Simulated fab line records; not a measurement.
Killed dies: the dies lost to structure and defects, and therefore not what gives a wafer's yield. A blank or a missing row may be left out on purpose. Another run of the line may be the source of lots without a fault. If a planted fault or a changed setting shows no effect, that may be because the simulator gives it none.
fab line records	flow nand-harc
[record] lots = 13	wafers = 39	last-day = 33
route steps=1302 shown A_M0@1163 A_M1@1183 END@1302
lots that met no fault: taken from a fault-free run of the same line
start-h: the number of hours between the record's first day and the start of the first shown wafer of the lot	wait-h: how many hours have passed since the lot's step before this one	" as in the row above	L1.1+2: a row that stands for several wafers	- no value, or no start given	* or withheld: withheld	< > ~ a bound
route shown NAME@n: NAME is a module with steps in the file, n the number in the route of the first one	usual: the fault-free wafers' mean and standard deviation	same: alike in all rows	chamber/n: place in a boat	sites: readings site by site	_std_site: standard deviation of those values	_edge_site: inner sites' mean taken away from outer sites' mean	radius-mm: for every site, how far away it sits from the centre of the wafer	mask NAME#n: copy n	behind: the most recent tool/chamber to have shaped the wafer	hold: why the lot went on hold/how many hours it stayed there/how the hold came to an end	device: names the non-switching transistor (n, p or np)	end of line: the tests these same wafers got at the end of their route	step lacking rows: just its recipe	killed: at the first sort, the dies lost to defects and structure; wafer yield is something else	map: a wafer's dies, x killed, . not, _ none there
set.NAME: the setting that was run; set.NAME@STEP: the one run at that earlier step	model.NAME: the simulator's own value behind a step, which no gauge read
one table for each step of the route and one row for each wafer, over a sample of lots
services: the hour from which a tool's chamber was out of use, counted from the record's first day as start-h (under 0 if before that day), plus the number of hours and why
[[steps]]
[step NHARC_A_M0_THK_MEAS_24]
[recipe] thk-meas-gauge = xrf
[usual] thk-nm = 114.0/1.3
lot.wafer	tool	chamber	start-h	wait-h	thk-nm
L162.3	film-metro-01	-	534.42	-	115.7
L162.4	"	-	"	"	113.0
L162.5	"	-	"	"	116.2
L165.1	film-metro-01	-	550.78	-	111.9
L165.2	"	-	"	"	112.2
L165.5	"	-	"	"	114.6
L167.1	film-metro-02	-	581.95	-	114.2
L167.3	"	-	"	"	112.4
L167.5	"	-	"	"	114.8
L171.1	film-metro-02	-	609.18	-	114.3
L171.3	"	-	"	"	115.5
L171.6	"	-	"	"	113.5
L169.2	film-metro-01	-	627.03	-	115.6
L169.4	"	-	"	"	112.6
L169.5	"	-	"	"	112.4
L170.1	film-metro-01	-	634.35	-	114.7
L170.2	"	-	"	"	115.1
L170.4	"	-	"	"	115.0
L172.2	film-metro-02	-	638.01	-	114.9
L172.5	"	-	"	"	112.8
L172.6	"	-	"	"	112.8
L177.2	film-metro-01	-	691.79	-	114.5
L177.4	"	-	"	"	115.2
L177.6	"	-	"	"	113.5
L180.1	film-metro-02	-	709.06	-	116.1
L180.2	"	-	"	"	114.6
L180.4	"	-	"	"	113.1
L179.3	film-metro-02	-	709.27	-	113.1
L179.5	"	-	"	"	113.1
L179.6	"	-	"	"	113.8
L183.1	film-metro-02	-	731.48	-	114.4
L183.2	"	-	"	"	113.4
L183.6	"	-	"	"	112.9
L184.1	film-metro-02	-	748.45	-	115.0
L184.2	"	-	"	"	116.1
L184.5	"	-	"	"	113.2
L185.1	film-metro-02	-	752.46	-	113.4
L185.3	"	-	"	"	115.2
L185.4	"	-	"	"	114.8
[step NHARC_A_M1_ETCH_35]
[recipe] target-depth-a = 400	overetch-a = 120	time-s = 43.94	ion-energy-ev = 200	n2-flow-sccm = 150	h2-flow-sccm = 150	ar-flow-sccm = 0	rf-w = 400	bias-w = 150	chemistry = N2/H2
[usual] drypump-motor-current-A = 5.69/0.24	oes-product-au = 1.001/0.0097	rf-vpp-V = 428.5/2.1	showerhead-plenum-p-Torr = 1.97/0.07	throttle-valve-pct = 14.172/0.0085
lot.wafer	tool	chamber	start-h	wait-h	drypump-motor-current-A	oes-product-au	rf-hours-counter-h	rf-vpp-V	showerhead-plenum-p-Torr	throttle-valve-pct
L162.3	rie-diel-02	0	536.24	0.1	5.78	1.000	9	428.8	2.00	14.175
L162.5	"	3	"	"	5.57	0.991	-	428.6	1.94	14.170
L162.4	"	1	"	"	5.64	0.987	-	428.1	1.98	14.170
L165.2	rie-diel-02	0	552.60	0.1	5.76	1.003	10	429.9	2.00	14.176
L165.1	"	3	"	"	5.58	0.996	10	426.4	1.94	14.174
L165.5	"	3	"	"	5.57	0.989	-	427.7	1.94	14.180
L167.3	rie-diel-06	1	583.98	0.1	5.75	1.002	4	425.6	1.89	14.174
L167.1	"	2	"	"	5.79	0.998	6	429.3	1.92	14.189
L167.5	"	0	"	"	5.88	1.023	-	428.3	1.92	14.176
L171.1	rie-diel-04	0	611.00	0.1	5.71	1.008	2	427.1	1.91	14.166
L171.3	"	1	"	"	5.53	1.009	1	430.1	2.01	14.186
L171.6	"	0	"	"	5.71	1.001	-	427.5	1.91	14.175
L169.4	rie-diel-04	0	628.72	0.1	5.70	0.987	3	427.9	1.91	14.170
L169.2	"	3	"	"	6.03	1.010	3	435.3	2.20	14.184
L169.5	"	0	"	"	5.72	0.998	-	428.2	1.91	14.165
L170.2	rie-diel-02	3	636.31	0.1	5.55	0.990	2	426.2	1.94	14.183
L170.4	"	0	"	"	5.76	1.012	2	427.4	2.00	14.178
L170.1	"	1	"	"	5.62	0.993	2	428.8	1.98	14.169
L172.2	rie-diel-02	3	639.91	0.1	5.59	1.000	2	427.3	1.94	14.186
L172.5	"	0	"	"	5.75	0.992	-	428.8	2.00	14.166
L172.6	"	1	"	"	5.62	1.004	-	430.2	1.98	14.166
L177.4	rie-diel-04	1	693.48	0.1	5.55	1.006	3	428.8	2.01	14.163
L177.2	"	0	"	"	5.69	0.997	4	426.0	1.91	14.180
L177.6	"	1	"	"	5.53	1.006	-	428.4	2.01	14.179
L180.1	rie-diel-06	2	710.79	0.1	5.82	0.863	1	428.1	1.92	14.158
L180.2	"	3	"	"	5.48	1.011	1	426.5	1.91	14.168
L180.4	"	1	"	"	5.72	0.998	1	427.5	1.89	14.163
L179.3	rie-diel-06	0	711.09	0.1	5.88	1.012	1	426.6	1.91	14.177
L179.5	"	1	"	"	5.77	0.994	-	426.2	1.89	14.163
L179.6	"	2	"	"	5.84	0.866	-	426.7	1.92	14.172
L183.2	rie-diel-04	2	733.30	0.1	5.20	0.996	0	429.1	2.01	14.172
L183.1	"	0	"	"	5.72	1.019	0	427.6	1.91	14.177
L183.6	"	2	"	"	5.20	0.996	-	427.2	2.01	14.169
L184.1	rie-diel-04	0	750.27	0.1	5.71	1.012	1	426.5	1.91	14.175
L184.2	"	2	"	"	5.19	0.986	1	429.5	2.01	14.169
L184.5	"	3	"	"	6.02	1.000	-	434.6	2.20	14.166
L185.4	rie-diel-04	1	754.25	0.1	5.54	0.993	1	430.1	2.01	14.177
L185.3	"	3	"	"	5.96	0.997	1	435.4	2.20	14.173
L185.1	"	0	"	"	5.71	1.006	1	426.2	1.91	14.174
[step NHARC_A_M1_DEGAS_29]
[recipe] temp-c = 250	time-s = 60
[usual] heater-power-w = 349/29
lot.wafer	tool	chamber	start-h	wait-h	heater-power-w
L162.4	pvd-sputter-02	-	537.29	-	391
L162.3	"	-	"	"	374
L162.5	"	-	"	"	397
L165.2	pvd-sputter-03	-	553.56	-	332
L165.1	"	-	"	"	373
L165.5	"	-	"	"	331
L167.1	pvd-sputter-01	-	584.99	-	349
L167.3	"	-	"	"	337
L167.5	"	-	"	"	348
L171.1	pvd-sputter-02	-	611.93	-	399
L171.3	"	-	"	"	367
L171.6	"	-	"	"	308
L169.4	pvd-sputter-02	-	629.66	-	304
L169.2	"	-	"	"	377
L169.5	"	-	"	"	393
L170.4	pvd-sputter-03	-	637.25	-	330
L170.2	"	-	"	"	299
L170.1	"	-	"	"	367
L172.2	pvd-sputter-01	-	640.83	-	375
L172.6	"	-	"	"	360
L172.5	"	-	"	"	327
L177.2	pvd-sputter-01	-	694.41	-	330
L177.4	"	-	"	"	364
L177.6	"	-	"	"	332
L180.1	pvd-sputter-01	-	711.73	-	347
L180.2	"	-	"	"	327
L180.4	"	-	"	"	345
L179.3	pvd-sputter-02	-	712.05	-	379
L179.6	"	-	"	"	381
L179.5	"	-	"	"	393
L183.1	pvd-sputter-03	-	734.32	-	314
L183.2	"	-	"	"	376
L183.6	"	-	"	"	321
L184.2	pvd-sputter-02	-	751.20	-	371
L184.1	"	-	"	"	292
L184.5	"	-	"	"	382
L185.3	pvd-sputter-02	-	755.18	-	291
L185.4	"	-	"	"	387
L185.1	"	-	"	"	391
[step NHARC_A_M1_PVD_21]
[recipe] target-thk-a = 300	chamber-pressure-pa = 5	power-w = 5000	substrate-temp-c = 30	time-s = 20.49	material = Cu
[usual] substrate-temp-c = 30.00/0.1	throttle-valve-pct = 29.8/1.3
lot.wafer	tool	chamber	start-h	wait-h	substrate-temp-c	throttle-valve-pct
L162.4	pvd-sputter-02	-	-	-	30.04	29.0
L162.3	"	-	"	"	30.14	30.4
L162.5	"	-	"	"	30.12	30.5
L165.1	pvd-sputter-03	-	-	-	30.04	29.3
L165.2	"	-	"	"	29.87	33.0
L165.5	"	-	"	"	29.91	29.0
L167.3	pvd-sputter-01	-	-	-	29.87	27.6
L167.1	"	-	"	"	29.87	30.8
L167.5	"	-	"	"	29.91	27.6
L171.1	pvd-sputter-02	-	-	-	29.93	29.9
L171.3	"	-	"	"	30.09	28.5
L171.6	"	-	"	"	29.88	29.8
L169.2	pvd-sputter-02	-	-	-	30.06	28.9
L169.4	"	-	"	"	30.04	30.4
L169.5	"	-	"	"	29.86	28.7
L170.4	pvd-sputter-03	-	-	-	29.86	32.9
L170.1	"	-	"	"	29.97	29.2
L170.2	"	-	"	"	30.12	29.9
L172.2	pvd-sputter-01	-	-	-	29.95	30.6
L172.5	"	-	"	"	30.02	30.5
L172.6	"	-	"	"	30.09	27.2
L177.2	pvd-sputter-01	-	-	-	29.91	28.8
L177.4	"	-	"	"	29.92	30.9
L177.6	"	-	"	"	29.88	30.7
L180.4	pvd-sputter-01	-	-	-	30.20	30.4
L180.1	"	-	"	"	30.05	30.5
L180.2	"	-	"	"	30.04	27.1
L179.3	pvd-sputter-02	-	-	-	30.04	30.1
L179.6	"	-	"	"	30.01	30.4
L179.5	"	-	"	"	30.09	30.0
L183.2	pvd-sputter-03	-	-	-	30.06	32.9
L183.1	"	-	"	"	30.03	29.1
L183.6	"	-	"	"	30.05	33.0
L184.2	pvd-sputter-02	-	-	-	30.05	28.7
L184.1	"	-	"	"	29.97	30.6
L184.5	"	-	"	"	30.07	28.8
L185.3	pvd-sputter-02	-	-	-	30.15	30.2
L185.1	"	-	"	"	30.18	29.5
L185.4	"	-	"	"	30.00	29.0
[step NHARC_END_SORT_01]
[recipe] temp-c = 25
[usual] defect-limited-yield = 90.5/2.8	killed-at-array = 59/19	killed-at-other = 1.0/1.1	killed-at-periphery = 3.8/2.4	killed-dies = 64/19	killed-open = 3.3/2	killed-short = 2.4/1.6
[same] gross-dies = 677
lot.wafer	tool	chamber	start-h	wait-h	defect-limited-yield[%]	killed-at-array	killed-at-other	killed-at-periphery	killed-dies	killed-open	killed-short
L162.3	prober-02	0	572.97	3.1	89.8	66	1	2	69	5	2
L162.4	prober-02	0	573.76	3.4	88.0	77	1	3	81	6	5
L162.5	prober-02	0	574.56	3.7	89.8	64	2	3	69	2	2
L165.1	prober-02	0	591.00	2.5	87.9	75	0	7	82	6	1
L165.2	prober-02	0	591.80	2.8	84.8	101	1	1	103	3	3
L165.5	prober-02	0	594.20	3.7	87.6	82	0	2	84	3	3
L167.1	prober-01	0	619.04	2.5	87.6	80	1	3	84	3	3
L167.3	prober-01	0	620.64	3.1	90.0	63	0	5	68	1	2
L167.5	prober-01	0	622.23	3.7	86.9	82	1	6	89	3	4
L171.1	prober-01	0	654.61	2.5	87.0	84	0	4	88	2	3
L171.3	prober-01	0	656.18	3.1	88.0	79	0	2	81	4	4
L171.6	prober-01	0	658.53	3.9	89.1	74	0	0	74	1	0
L169.2	prober-02	0	670.21	2.8	94.7	33	1	2	36	5	3
L169.4	prober-02	0	671.81	3.4	96.6	21	0	2	23	2	1
L169.5	prober-02	0	672.61	3.7	94.8	31	1	3	35	3	4
L172.2	prober-02	0	678.42	2.8	91.4	48	2	8	58	3	3
L172.5	prober-02	0	680.76	3.6	91.1	54	2	4	60	2	3
L172.6	prober-02	0	681.54	3.9	90.5	57	1	6	64	1	3
L170.1	prober-02	0	685.39	2.6	92.3	41	2	9	52	3	2
L170.2	prober-02	0	686.20	2.8	91.3	49	1	9	59	4	3
L170.4	prober-02	0	687.80	3.4	91.1	53	0	7	60	3	4
L177.2	prober-02	0	729.17	2.8	88.8	71	0	5	76	3	4
L177.4	prober-02	0	730.76	3.4	87.9	79	0	3	82	4	3
L177.6	prober-02	0	732.35	4.0	88.2	76	0	4	80	6	3
L180.1	prober-02	0	745.44	2.5	95.6	24	1	5	30	3	3
L180.2	prober-02	0	746.24	2.8	95.3	30	2	0	32	6	2
L180.4	prober-02	0	747.85	3.4	95.7	24	1	4	29	2	0
L179.3	prober-01	0	747.06	3.1	85.4	94	0	5	99	8	4
L179.5	prober-01	0	748.68	3.7	84.5	101	1	3	105	8	2
L179.6	prober-01	0	749.49	4.0	87.4	82	0	3	85	5	1
L183.1	prober-01	0	771.46	2.5	93.4	41	2	2	45	1	3
L183.2	prober-01	0	772.25	2.8	92.6	47	1	2	50	5	1
L183.6	prober-01	0	775.44	4.0	93.9	32	2	7	41	4	4
L184.1	prober-01	0	786.70	2.5	88.0	79	2	0	81	2	1
L184.2	prober-01	0	787.51	2.8	87.7	78	2	3	83	4	3
L184.5	prober-01	0	789.95	3.7	90.7	59	0	4	63	2	1
L185.1	prober-02	0	786.76	2.5	90.1	63	0	4	67	4	2
L185.3	prober-02	0	788.35	3.1	90.5	59	1	4	64	3	3
L185.4	prober-02	0	789.15	3.4	91.4	50	2	6	58	6	2
// killed by level:class
L162.3 A_CHANNEL_HOLE_D1:chamber-film-flake=31 A_SLIT:chamber-film-flake=19 A_CHANNEL_HOLE_D2:chamber-film-flake=3 A_WL_FILL:chamber-film-flake=3 A_CONTACT:chamber-film-flake=2 P_CONTACT:geometric-particle:open=1 A_DECK1_JOINT:geometric-particle:open=1 A_DECK1_JOINT:geometric-particle:short=1
L162.4 A_CHANNEL_HOLE_D1:chamber-film-flake=33 A_SLIT:chamber-film-flake=18 A_CHANNEL_HOLE_D2:chamber-film-flake=4 A_STAIRCASE:chamber-film-flake=4 A_WL_FILL:chamber-film-flake=3 A_CONTACT:chamber-film-flake=3 A_ONON_D2:geometric-particle:open=2 A_CHANNEL_FILL_D2:geometric-particle:short=2
L162.5 A_CHANNEL_HOLE_D1:chamber-film-flake=29 A_SLIT:chamber-film-flake=14 A_CHANNEL_HOLE_D2:chamber-film-flake=9 A_WL_FILL:chamber-film-flake=3 A_CHANNEL_FILL_D2:geometric-particle:short=2 P_BONDPAD:chamber-film-flake=2 A_STAIRCASE:chamber-film-flake=2 A_CONTACT:chamber-film-flake=2
L165.1 A_CHANNEL_HOLE_D1:chamber-film-flake=23 A_CHANNEL_HOLE_D2:chamber-film-flake=21 A_SLIT:chamber-film-flake=13 A_SGD_CUT:chamber-film-flake=6 A_CONTACT:chamber-film-flake=5 A_CHANNEL_FILL_D1:chamber-film-flake=4 P_STI:chamber-film-flake=3 P_GATE:geometric-particle:open=2
L165.2 A_CHANNEL_HOLE_D2:chamber-film-flake=32 A_CHANNEL_HOLE_D1:chamber-film-flake=31 A_SLIT:chamber-film-flake=20 A_CONTACT:chamber-film-flake=6 A_SGD_CUT:chamber-film-flake=3 A_CHANNEL_FILL_D1:geometric-particle:open=2 A_DECK1_JOINT:geometric-particle:short=2 A_WL_FILL:geometric-particle:short=1
L165.5 A_CHANNEL_HOLE_D1:chamber-film-flake=21 A_CHANNEL_HOLE_D2:chamber-film-flake=19 A_SLIT:chamber-film-flake=18 A_CONTACT:chamber-film-flake=8 A_SGD_CUT:chamber-film-flake=6 A_WL_FILL:geometric-particle:open=2 A_STAIRCASE:chamber-film-flake=2 A_ONON_D1:geometric-particle:short=1
L167.1 A_CHANNEL_HOLE_D1:chamber-film-flake=34 A_CHANNEL_HOLE_D2:chamber-film-flake=33 A_STAIRCASE:chamber-film-flake=5 P_GATE:chamber-film-flake=2 A_CONTACT:chamber-film-flake=2 P_GATE:geometric-particle:open=1 A_ONON_D2:geometric-particle:short=1 A_CHANNEL_HOLE_D2:geometric-particle:short=1
L167.3 A_CHANNEL_HOLE_D2:chamber-film-flake=31 A_CHANNEL_HOLE_D1:chamber-film-flake=15 A_STAIRCASE:chamber-film-flake=9 P_GATE:chamber-film-flake=3 A_SLIT:chamber-film-flake=3 A_CONTACT:chamber-film-flake=2 P_CONTACT:geometric-particle:open=1 A_WL_FILL:geometric-particle:short=1
L167.5 A_CHANNEL_HOLE_D1:chamber-film-flake=37 A_CHANNEL_HOLE_D2:chamber-film-flake=31 A_STAIRCASE:chamber-film-flake=4 P_GATE:chamber-film-flake=3 A_CONTACT:chamber-film-flake=3 P_GATE:geometric-particle:short=1 P_CONTACT:geometric-particle:open=1 A_CHANNEL_HOLE_D2:geometric-particle:short=1
L171.1 A_CHANNEL_HOLE_D1:chamber-film-flake=29 A_SLIT:chamber-film-flake=25 A_CHANNEL_HOLE_D2:chamber-film-flake=10 A_CONTACT:chamber-film-flake=8 A_BONDPAD:chamber-film-flake=4 A_STAIRCASE:chamber-film-flake=3 P_GATE:geometric-particle:open=1 P_BONDPAD:geometric-particle:short=1
L171.3 A_CHANNEL_HOLE_D1:chamber-film-flake=28 A_SLIT:chamber-film-flake=23 A_CHANNEL_HOLE_D2:chamber-film-flake=10 A_STAIRCASE:chamber-film-flake=4 A_M1:geometric-particle:short=2 A_CONTACT:chamber-film-flake=2 A_SGD_CUT:chamber-film-flake=2 A_WL_FILL:chamber-film-flake=2
L171.6 A_SLIT:chamber-film-flake=28 A_CHANNEL_HOLE_D1:chamber-film-flake=23 A_CONTACT:chamber-film-flake=7 A_CHANNEL_HOLE_D2:chamber-film-flake=6 A_STAIRCASE:chamber-film-flake=3 A_SGD_CUT:chamber-film-flake=3 A_BONDPAD:chamber-film-flake=3 A_CHANNEL_HOLE_D1:geometric-particle:open=1
L169.2 A_CHANNEL_HOLE_D2:chamber-film-flake=16 A_STAIRCASE:chamber-film-flake=4 A_CONTACT:chamber-film-flake=3 A_ONON_D1:geometric-particle:short=2 P_M0:geometric-particle:open=1 A_CHANNEL_FILL_D1:geometric-particle:open=1 A_CHANNEL_FILL_D2:geometric-particle:open=1 A_WL_FILL:geometric-particle:open=1
L169.4 A_CHANNEL_HOLE_D2:chamber-film-flake=12 A_CONTACT:chamber-film-flake=5 A_CHANNEL_HOLE_D1:chamber-film-flake=2 P_CONTACT:geometric-particle:open=1 P_CONTACT:geometric-particle:short=1 A_CHANNEL_FILL_D1:geometric-particle:open=1 A_SLIT:chamber-film-flake=1
L169.5 A_CHANNEL_HOLE_D2:chamber-film-flake=14 A_CHANNEL_HOLE_D1:chamber-film-flake=9 A_CONTACT:chamber-film-flake=3 A_M0:geometric-particle:open=2 P_GATE:geometric-particle:short=1 P_M0:geometric-particle:open=1 P_M2:geometric-particle:short=1 A_ONON_D1:geometric-particle:short=1
L172.2 A_CHANNEL_HOLE_D1:chamber-film-flake=31 A_CHANNEL_HOLE_D2:chamber-film-flake=5 P_GATE:chamber-film-flake=3 A_SLIT:chamber-film-flake=3 A_CONTACT:chamber-film-flake=3 P_ZERO_WELL:chamber-film-flake=2 P_M0:geometric-particle:short=1 P_M2:geometric-particle:open=1
L172.5 A_CHANNEL_HOLE_D1:chamber-film-flake=38 A_STAIRCASE:chamber-film-flake=5 A_CHANNEL_HOLE_D2:chamber-film-flake=3 A_CONTACT:chamber-film-flake=3 A_CHANNEL_HOLE_D1:geometric-particle:short=2 P_CONTACT:chamber-film-flake=2 P_M1:geometric-particle:open=1 A_ONON_D2:geometric-particle:short=1
L172.6 A_CHANNEL_HOLE_D1:chamber-film-flake=41 A_CONTACT:chamber-film-flake=4 A_M0:chamber-film-flake=3 P_CONTACT:chamber-film-flake=2 A_CHANNEL_HOLE_D2:chamber-film-flake=2 P_M0:geometric-particle:short=1 A_ONON_D1:geometric-particle:open=1 A_CHANNEL_HOLE_D2:geometric-particle:short=1
L170.1 A_SLIT:chamber-film-flake=20 A_CONTACT:chamber-film-flake=5 A_CHANNEL_HOLE_D1:chamber-film-flake=4 A_STAIRCASE:chamber-film-flake=3 P_M0:chamber-film-flake=3 P_M2:chamber-film-flake=3 A_ZERO_WELL:chamber-film-flake=2 A_CHANNEL_HOLE_D2:unspecified=2
L170.2 A_SLIT:chamber-film-flake=33 P_M2:chamber-film-flake=4 A_CHANNEL_HOLE_D1:chamber-film-flake=4 A_CHANNEL_HOLE_D2:unspecified=3 P_M0:geometric-particle:open=2 A_STAIRCASE:chamber-film-flake=2 A_CONTACT:chamber-film-flake=2 P_CONTACT:geometric-particle:open=1
L170.4 A_SLIT:chamber-film-flake=36 A_CHANNEL_HOLE_D1:chamber-film-flake=6 P_M0:chamber-film-flake=2 A_CONTACT:chamber-film-flake=2 P_M0:geometric-particle:short=1 A_ONON_D1:geometric-particle:short=1 A_DECK1_JOINT:geometric-particle:open=1 A_CHANNEL_HOLE_D2:geometric-particle:short=1
L177.2 A_CHANNEL_HOLE_D1:chamber-film-flake=30 A_SLIT:chamber-film-flake=21 A_DECK1_JOINT:chamber-film-flake=4 A_CHANNEL_FILL_D1:chamber-film-flake=3 P_ZERO_WELL:chamber-film-flake=2 A_CHANNEL_FILL_D2:chamber-film-flake=2 A_STAIRCASE:chamber-film-flake=2 A_WL_FILL:chamber-film-flake=2
L177.4 A_CHANNEL_HOLE_D1:chamber-film-flake=37 A_SLIT:chamber-film-flake=31 A_CONTACT:chamber-film-flake=2 P_GATE:geometric-particle:open=1 P_BONDPAD:geometric-particle:short=1 A_ONON_D1:geometric-particle:open=1 A_CHANNEL_FILL_D1:geometric-particle:open=1 A_DECK1_JOINT:geometric-particle:open=1
L177.6 A_CHANNEL_HOLE_D1:chamber-film-flake=29 A_SLIT:chamber-film-flake=27 A_CONTACT:chamber-film-flake=4 A_DECK1_JOINT:chamber-film-flake=3 A_BLC:geometric-particle:open=2 A_STAIRCASE:chamber-film-flake=2 A_BLC:chamber-film-flake=2 P_M0:geometric-particle:open=1
L180.1 A_CHANNEL_HOLE_D1:chamber-film-flake=9 A_SLIT:chamber-film-flake=6 P_ZERO_WELL:chamber-film-flake=2 A_DECK1_JOINT:chamber-film-flake=2 A_CONTACT:chamber-film-flake=2 P_STI:geometric-particle:short=1 P_GATE:geometric-particle:open=1 A_SOURCE_PLATE:geometric-particle:short=1
L180.2 A_CHANNEL_HOLE_D1:chamber-film-flake=10 A_SLIT:chamber-film-flake=6 A_CONTACT:chamber-film-flake=3 A_M0:geometric-particle:open=2 A_WL_FILL:chamber-film-flake=2 A_ONON_D1:geometric-particle:short=1 A_CHANNEL_FILL_D1:geometric-particle:open=1 A_DECK1_JOINT:geometric-particle:open=1
L179.3 A_CHANNEL_HOLE_D1:chamber-film-flake=30 A_SLIT:chamber-film-flake=25 A_CHANNEL_HOLE_D2:chamber-film-flake=14 A_CONTACT:chamber-film-flake=10 A_WL_FILL:chamber-film-flake=3 A_ONON_D1:geometric-particle:open=2 A_M1:geometric-particle:open=2 P_STI:geometric-particle:short=1
L180.4 A_CHANNEL_HOLE_D1:chamber-film-flake=12 A_SLIT:chamber-film-flake=5 P_M0:geometric-particle:open=2 P_GATE:chamber-film-flake=2 A_CHANNEL_HOLE_D2:chamber-film-flake=2 A_CONTACT:chamber-film-flake=2 A_DECK1_JOINT:chamber-film-flake=1 A_WL_FILL:chamber-film-flake=1
L179.5 A_SLIT:chamber-film-flake=33 A_CHANNEL_HOLE_D1:chamber-film-flake=32 A_CHANNEL_HOLE_D2:chamber-film-flake=15 A_CONTACT:chamber-film-flake=12 A_CHANNEL_FILL_D1:geometric-particle:open=2 A_ONON_D2:geometric-particle:open=2 A_CHANNEL_FILL_D2:chamber-film-flake=2 P_CONTACT:geometric-particle:short=1
L179.6 A_CHANNEL_HOLE_D1:chamber-film-flake=34 A_SLIT:chamber-film-flake=22 A_CHANNEL_HOLE_D2:chamber-film-flake=10 A_CONTACT:chamber-film-flake=7 A_STAIRCASE:chamber-film-flake=3 P_CONTACT:geometric-particle:open=2 A_M1:geometric-particle:open=2 A_WL_FILL:chamber-film-flake=2
L183.1 A_SLIT:chamber-film-flake=27 A_DECK1_JOINT:chamber-film-flake=4 A_CONTACT:chamber-film-flake=3 A_ONON_D2:geometric-particle:short=2 A_M1:chamber-film-flake=2 A_ONON_D2:geometric-particle:open=1 P_STI:chamber-film-flake=1 P_GATE:chamber-film-flake=1
L183.2 A_SLIT:chamber-film-flake=29 A_CONTACT:chamber-film-flake=6 A_M1:chamber-film-flake=5 A_ONON_D2:geometric-particle:open=2 A_ONON_D1:geometric-particle:open=1 A_ONON_D1:geometric-particle:short=1 A_CHANNEL_HOLE_D1:geometric-particle:open=1 A_CHANNEL_FILL_D2:geometric-particle:open=1
L183.6 A_SLIT:chamber-film-flake=24 A_CONTACT:chamber-film-flake=3 P_M0:geometric-particle:short=2 THIN_TSV:chamber-film-flake=2 P_GATE:geometric-particle:open=1 P_M0:geometric-particle:open=1 P_M2:geometric-particle:short=1 A_ONON_D1:geometric-particle:short=1
L184.1 A_SLIT:chamber-film-flake=34 A_CHANNEL_HOLE_D2:chamber-film-flake=25 A_CONTACT:chamber-film-flake=7 A_CHANNEL_FILL_D2:chamber-film-flake=4 A_STAIRCASE:chamber-film-flake=3 A_M0:chamber-film-flake=3 THIN_TSV:chamber-film-flake=2 A_CHANNEL_FILL_D2:geometric-particle:open=1
L185.1 A_SLIT:chamber-film-flake=38 A_CHANNEL_HOLE_D1:chamber-film-flake=14 A_CONTACT:chamber-film-flake=3 P_ZERO_WELL:chamber-film-flake=2 P_GATE:geometric-particle:open=1 A_DECK1_JOINT:geometric-particle:open=1 A_ONON_D2:geometric-particle:open=1 A_ONON_D2:geometric-particle:short=1
L184.2 A_CHANNEL_HOLE_D2:chamber-film-flake=31 A_SLIT:chamber-film-flake=27 A_CONTACT:chamber-film-flake=7 A_STAIRCASE:chamber-film-flake=3 A_M0:chamber-film-flake=3 A_BLC:geometric-particle:open=2 THIN_TSV:chamber-film-flake=2 P_GATE:geometric-particle:short=1
L185.3 A_SLIT:chamber-film-flake=28 A_CHANNEL_HOLE_D1:chamber-film-flake=18 A_CONTACT:chamber-film-flake=6 A_BLC:geometric-particle:open=2 P_ZERO_WELL:chamber-film-flake=2 P_STI:chamber-film-flake=2 A_WL_FILL:geometric-particle:short=1 A_CONTACT:geometric-particle:open=1
L185.4 A_SLIT:chamber-film-flake=28 A_CHANNEL_HOLE_D1:chamber-film-flake=9 P_M0:chamber-film-flake=3 A_STAIRCASE:chamber-film-flake=3 A_CONTACT:chamber-film-flake=3 A_CHANNEL_FILL_D1:geometric-particle:open=2 THIN_TSV:chamber-film-flake=2 P_M0:geometric-particle:open=1
L184.5 A_SLIT:chamber-film-flake=22 A_STAIRCASE:chamber-film-flake=12 A_CHANNEL_HOLE_D2:chamber-film-flake=11 A_CONTACT:chamber-film-flake=8 P_M0:chamber-film-flake=2 A_CHANNEL_FILL_D2:chamber-film-flake=2 P_M0:geometric-particle:open=1 A_DECK1_JOINT:geometric-particle:short=1
[[services]]
tool	chamber	start-h	hours	kind
pvd-sputter-03	-	526.08	10.0	pm
rie-diel-04	-	532.00	9.0	pm
rie-diel-04	0	532.00	9.0	vent-cycle
rie-diel-04	1	532.00	9.0	vent-cycle
rie-diel-04	2	532.00	9.0	vent-cycle
rie-diel-04	3	532.00	9.0	vent-cycle
rie-diel-04	0	541.00	-	clean
rie-diel-04	1	541.00	-	clean
rie-diel-04	2	541.00	-	clean
rie-diel-04	3	541.00	-	clean
rie-diel-04	1	560.82	37.2	repair
pvd-sputter-03	-	560.84	11.4	repair
rie-diel-04	0	565.50	-	clean
rie-diel-02	-	570.77	9.0	pm
pvd-sputter-01	-	627.86	10.0	pm
pvd-sputter-02	-	639.76	10.0	pm
rie-diel-06	-	661.85	9.0	pm
pvd-sputter-02	-	682.33	3.9	repair
pvd-sputter-03	-	704.08	10.0	pm
rie-diel-04	-	709.00	9.0	pm
rie-diel-02	0	720.24	3.3	repair
rie-diel-04	3	728.63	10.8	repair
rie-diel-02	-	747.77	9.0	pm
rie-diel-06	0	749.27	29.6	repair
[[key]]
[first-sign] step = NHARC_A_M1_ETCH_35	reading = oes-product-au	direction = down	sigmas = 14	usual = 1.001	struck = 0.864
effect none on later readings
met-at NHARC_A_M1_ETCH_35
struck-lots L179,L180
struck-wafers L179.6,L180.1
not-acting-at NHARC_A_M0_THK_MEAS_24,NHARC_A_M1_DEGAS_29,NHARC_A_M1_PVD_21
onset-between 583.98 710.79
[fault] kind = process-parameter-drift	tool = rie-diel-06	chamber = 2	onset-h = 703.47	steps = NHARC_A_M1_ETCH_35	channel = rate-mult	offset = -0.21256	shape = step	end-h = 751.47
